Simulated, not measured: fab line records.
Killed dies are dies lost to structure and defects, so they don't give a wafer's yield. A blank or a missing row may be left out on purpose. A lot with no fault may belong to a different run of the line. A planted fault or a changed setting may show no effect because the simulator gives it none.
One fault seen from 3 desks | flow n5 finfet | what lay behind the numbers comes last; until then each desk has only its own

AT THE TOOL OWNER'S DESK: rie diel-05
The tool's own readings at N5_BEOL_M11_TRENCH_ETCH_37 (etches SiCOH lowk in C4F6/O2, target depth 148.83 nm, time 48 s): means of the sampled wafers that have a number, for each lot that ran on this tool. Any lot whose mean is over 4 standard deviations away from the usual mean is out of limits and marked OUT; that distance is given in the brackets.
Columns: A = bias w at N5_BEOL_M11_TRENCH_ETCH_37, usual 185.0 W; B = drypump motor current A at N5_BEOL_M11_TRENCH_ETCH_37, usual 5.40 A; C = oes product au at N5_BEOL_M11_TRENCH_ETCH_37, usual 0.80 a.u.; D = rf fwd power W at N5_BEOL_M11_TRENCH_ETCH_37, usual 341.4 W; E = rf vpp V at N5_BEOL_M11_TRENCH_ETCH_37, usual 668 V; F = showerhead plenum p Torr at N5_BEOL_M11_TRENCH_ETCH_37, usual 2.86 Torr; G = throttle valve pct at N5_BEOL_M11_TRENCH_ETCH_37, usual 20.91 %
lot  | first seen here | A               | B    | C    | D     | E   | F    | G
L163 | day 12 17:46    | 185.4           | 5.18 | 0.91 | 341.7 | 660 | 2.86 | 20.79
L168 | day 13 05:01    | 184.6           | 5.29 | 0.88 | 339.2 | 663 | 2.81 | 20.65
L170 | day 14 01:54    | 184.7           | 5.33 | 0.84 | 342.5 | 661 | 2.88 | 20.95
L169 | day 14 02:51    | 192.5 (+13) OUT | 5.36 | 0.85 | 342.4 | 683 | 2.88 | 20.95
L171 | day 14 04:52    | 193.1 (+14) OUT | 5.11 | 0.85 | 343.1 | 684 | 2.87 | 20.99
L178 | day 15 18:31    | 192.8 (+14) OUT | 5.31 | 0.87 | 341.5 | 685 | 2.81 | 20.70
This desk's verdict: out of limits on L169, L171, L178, starting with L169 at day 14 02:51 (bias w at N5_BEOL_M11_TRENCH_ETCH_37). Within limits: L163, L168, L170.

FROM THE METROLOGY DESK
Lot by lot, what the gauges showed, no matter which tool ran the lot: averages of those sampled wafers that carry a number. Any lot whose mean is over 4 standard deviations away from the usual mean is out of limits and marked OUT; that distance is given in the brackets.
Columns: A = cd nm at N5_BEOL_M11_CD_MEAS_28, usual 69.7 nm
lot  | first seen here | A
L158 | day 10 18:31    | 70.5
L159 | day 11 02:22    | 69.8
L157 | day 11 04:59    | 70.3
L161 | day 12 10:22    | 69.9
L163 | day 12 17:22    | 68.7
L168 | day 13 04:10    | 70.3
L170 | day 14 00:40    | 70.2
L169 | day 14 02:19    | 70.2
L171 | day 14 04:08    | 70.2
L178 | day 15 18:07    | 70.9
L180 | day 16 17:32    | 69.3
This desk's verdict: no lot among the 11 shows anything out of limits.

THE DEFECT DESK
Lot by lot, what the route's inspections counted, given as the mean of those sampled wafers with a number. Any lot whose mean is over 4 standard deviations away from the usual mean is out of limits and marked OUT; that distance is given in the brackets.
Columns: A = raw defect count at N5_BEOL_M11_INSPECT_30, usual 422
lot  | first seen here | A
L158 | day 10 18:35    | 463
L159 | day 11 02:25    | 363
L157 | day 11 05:02    | 440
L161 | day 12 10:25    | 525
L163 | day 12 17:26    | 499
L168 | day 13 04:14    | 528
L170 | day 14 00:43    | 369
L169 | day 14 02:22    | 358
L171 | day 14 04:12    | 378
L178 | day 15 18:11    | 346
L180 | day 16 17:35    | 390
This desk's verdict: no lot among the 11 shows anything out of limits.

TAKEN TOGETHER
An alarm could have come from the tool owner's desk at day 14 02:51, on L169, L171, L178.
At the metrology desk, nothing out of limits was observed.
No out-of-limits result turned up at the defect desk.
The metrology desk holds a record of L169, L171, L178, inside its limits.
The defect desk has L169, L171, L178 on record, within its limits.
The lots listed all ran N5_BEOL_M11_TRENCH_ETCH_37 on rie diel-05.

WHAT THE SIMULATOR HAD INSERTED
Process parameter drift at N5_BEOL_M11_TRENCH_ETCH_37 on rie diel-05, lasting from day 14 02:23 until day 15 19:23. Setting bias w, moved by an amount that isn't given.
Struck lots among those shown: L169, L171, L178.
Time in hours from fault onset to the first out-of-limits reading at each desk: the tool owner's desk, 0.
